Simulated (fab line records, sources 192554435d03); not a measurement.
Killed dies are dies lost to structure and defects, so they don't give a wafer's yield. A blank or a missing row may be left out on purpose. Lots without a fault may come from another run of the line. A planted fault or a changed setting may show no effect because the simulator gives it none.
A struck lot beside a sound one | flow n5_finfet | 16 steps out of a route of 1938
Sound: wafers L421.1, L421.2, L421.6. Struck: wafer L425.1. (L425.3, L425.5 of the same lot were not struck and are left out.) The cause comes at the end.
At each step with rows: each side's tool, then ch and its chambers, then its first start. Under that, the readings that differ: sound wafers | struck wafers | difference of the means | sigmas: that difference in standard deviations of wafers without a fault.
alike: readings whose means differ by less than 2 such deviations, and words and numbers that are the same on both sides. not compared: withheld readings, readings that some wafer has no value for, bounds like >300 that may hide the same value, and numbers for which the record gives no deviation and whose values overlap.
The two part at a step that has a row with sigmas, a row that says differs or no value, or rows on one side only. Numbers that don't overlap but have no deviation are shown without sigmas and don't part them. A reading that every wafer of one side lacks parts them only if that side has two wafers or more.

first, 6 steps without rows for these wafers: N5_BEOL_M3_COAT_05 (resist thk 30 nm); N5_BEOL_M3_EBR_07; N5_BEOL_M3_SOFTBAKE_06 (time 60 s); N5_BEOL_M3_EXPOSE_08 (exposes mask M3); N5_BEOL_M3_PEB_09 (peb time 60 s); N5_BEOL_M3_DEVELOP_10 (develop time 30 s).
N5_BEOL_M3_CD_MEAS_11: target cd 17.05 nm.
  sound on cd_sem-03 ch 0, day 8 22:07; struck on cd_sem-03 ch 0, day 9 17:53
  alike: cd_nm
N5_BEOL_M3_OVL_MEAS_12:
  sound on overlay-02 ch 0, day 8 22:08; struck on overlay-02 ch 0, day 9 17:55
  alike: M3_OVL
N5_BEOL_M3_INSPECT_13: inspects for defects (brightfield).
  sound on defect_inspect-02, day 8 22:12; struck on defect_inspect-02, day 9 17:58
  alike: raw_defect_count
N5_BEOL_M3_DESCUM_16: chemistry O2, time 7 s.
  sound on rie_diel-03 ch 0,1,3, day 8 22:16; struck on rie_diel-03 ch 3, day 9 18:17
  alike: bias_power_w, drypump_motor_current_A, oes_product_au, rf_vpp_V, showerhead_plenum_p_Torr, throttle_valve_pct
  not compared: rf_hours_counter_h
N5_BEOL_M3_ETCH_74: etches underlayer in N2/H2, target depth 6.5 nm, time 5.2 s.
  sound on rie_diel-03 ch 0,1,3, day 8 22:18; struck on rie_diel-03 ch 3, day 9 18:20
  alike: drypump_motor_current_A, etch_rf_on_time_s, oes_product_au, rf_vpp_V, showerhead_plenum_p_Torr, throttle_valve_pct
  not compared: rf_hours_counter_h
N5_BEOL_M3_ETCH_63: etches SiARC in CF4, target depth 15.6 nm, time 26 s.
  sound on rie_diel-03 ch 0,1,3, day 8 22:19; struck on rie_diel-03 ch 3, day 9 18:20
  alike: drypump_motor_current_A, etch_rf_on_time_s, oes_product_au, rf_vpp_V, showerhead_plenum_p_Torr, throttle_valve_pct
  not compared: rf_hours_counter_h
N5_BEOL_M3_ETCH_64: etches SOC in N2/H2, target depth 75 nm, overetch 15 nm, time 112.5 s.
  sound on rie_diel-03 ch 0,1,3, day 8 22:21; struck on rie_diel-03 ch 3, day 9 18:22
  reading                                    | sound          | struck | difference | sigmas
  oes_product_au (a.u.)                      | 0.57 0.62 0.69 | 0.88   | +0.25      | +4
  model.SiARC_of_BEOL_M3_COAT_62.thk_nm (nm) | 7 6.8 6.6      | 7.8    | +1.0       |
  alike: drypump_motor_current_A, rf_vpp_V, showerhead_plenum_p_Torr, throttle_valve_pct
  not compared: rf_hours_counter_h, model.BEOL_M3.cd_offset_nm
then, 1 step without rows for these wafers: N5_BEOL_M3_STRIP_65 (strips in N2/H2).
N5_BEOL_M4_RC_MEAS_101:
  sound on prober-02 ch 0, day 9 17:44; struck on prober-02 ch 0, day 10 16:20
  alike: DIBL_N, DIBL_P, IOFF_N, IOFF_P, ION_N, ION_P, SS_N, SS_P, VT_N, VT_P
then, 1 step without rows for these wafers: N5_PASSIVATION_PROBE_49.

WHERE THEY PART
Only at N5_BEOL_M3_ETCH_64, within this record. Later steps at which nothing parts them and some readings are alike: N5_BEOL_M4_RC_MEAS_101.

WHY: what the simulator had put in
Process parameter drift: rie_diel-03, from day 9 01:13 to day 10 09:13, at N5_BEOL_M3_ETCH_64. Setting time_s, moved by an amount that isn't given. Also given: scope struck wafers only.
